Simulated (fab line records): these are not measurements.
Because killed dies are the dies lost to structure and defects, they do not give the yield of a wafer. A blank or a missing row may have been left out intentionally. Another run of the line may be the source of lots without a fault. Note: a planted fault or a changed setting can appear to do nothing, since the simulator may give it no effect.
Matching of chambers || flow nand_harc || NHARC_P_M0_PRE_CLEAN_31 on pecvd-04 has 3 sister chambers
The step time 12 s. 3 wafers are shown with their chamber, then 11 later ones without.

WAFERS PAIRED WITH THEIR CHAMBERS
{"wafer": "L080.2", "chamber": 2, "heater_power_w (W)": 638}
{"wafer": "L080.5", "chamber": 1, "heater_power_w (W)": 684}
{"wafer": "L081.2", "chamber": 0, "heater_power_w (W)": 681}

WAFERS WITH NO CHAMBER GIVEN
{"wafer": "L081.4", "heater_power_w (W)": 726}
{"wafer": "L081.5", "heater_power_w (W)": 689}
{"wafer": "L090.1", "heater_power_w (W)": 724}
{"wafer": "L090.2", "heater_power_w (W)": 652}
{"wafer": "L090.3", "heater_power_w (W)": 610}
{"wafer": "L093.3", "heater_power_w (W)": 644}
{"wafer": "L093.5", "heater_power_w (W)": 649}
{"wafer": "L093.6", "heater_power_w (W)": 655}
{"wafer": "L094.1", "heater_power_w (W)": 705}
{"wafer": "L094.4", "heater_power_w (W)": 711}
{"wafer": "L094.5", "heater_power_w (W)": 654}

CHAMBER TAKEN BY EACH
{"wafer": "L081.4", "from the rows above": "can't be placed: 1 or 0 or 2", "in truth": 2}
{"wafer": "L081.5", "from the rows above": "can't be placed: 1 or 0 or 2", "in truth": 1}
{"wafer": "L090.1", "from the rows above": "can't be placed: 1 or 0 or 2", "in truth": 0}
{"wafer": "L090.2", "from the rows above": "can't be placed: 2 or 0 or 1", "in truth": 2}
{"wafer": "L090.3", "from the rows above": "can't be placed: 2 or 0 or 1", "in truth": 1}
{"wafer": "L093.3", "from the rows above": "can't be placed: 2 or 0 or 1", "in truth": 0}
{"wafer": "L093.5", "from the rows above": "can't be placed: 2 or 0 or 1", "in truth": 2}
{"wafer": "L093.6", "from the rows above": "can't be placed: 2 or 0 or 1", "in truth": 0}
{"wafer": "L094.1", "from the rows above": "can't be placed: 1 or 0 or 2", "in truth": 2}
{"wafer": "L094.4", "from the rows above": "can't be placed: 1 or 0 or 2", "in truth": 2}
{"wafer": "L094.5", "from the rows above": "can't be placed: 2 or 0 or 1", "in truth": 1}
Correctly placed: 0 of 11. Unplaceable from these rows: 11, with the true chamber sitting among the candidates in 11. 0 placed wrongly.
How it was worked out, from the rows above alone: a wafer's distance from a chamber is the root of the sum, over the readings, of the square of ((its reading less the chamber's mean) divided by the reading's scatter). If the next closest chamber is less than 2 further off than the closest, the wafer can't be placed; otherwise it belongs to the closest. For every chamber, the mean is computed from those of its wafers that are shown. The scatter: with one shown wafer a chamber, the root of the mean of the squares of how far each hidden wafer lies from its nearest shown one.
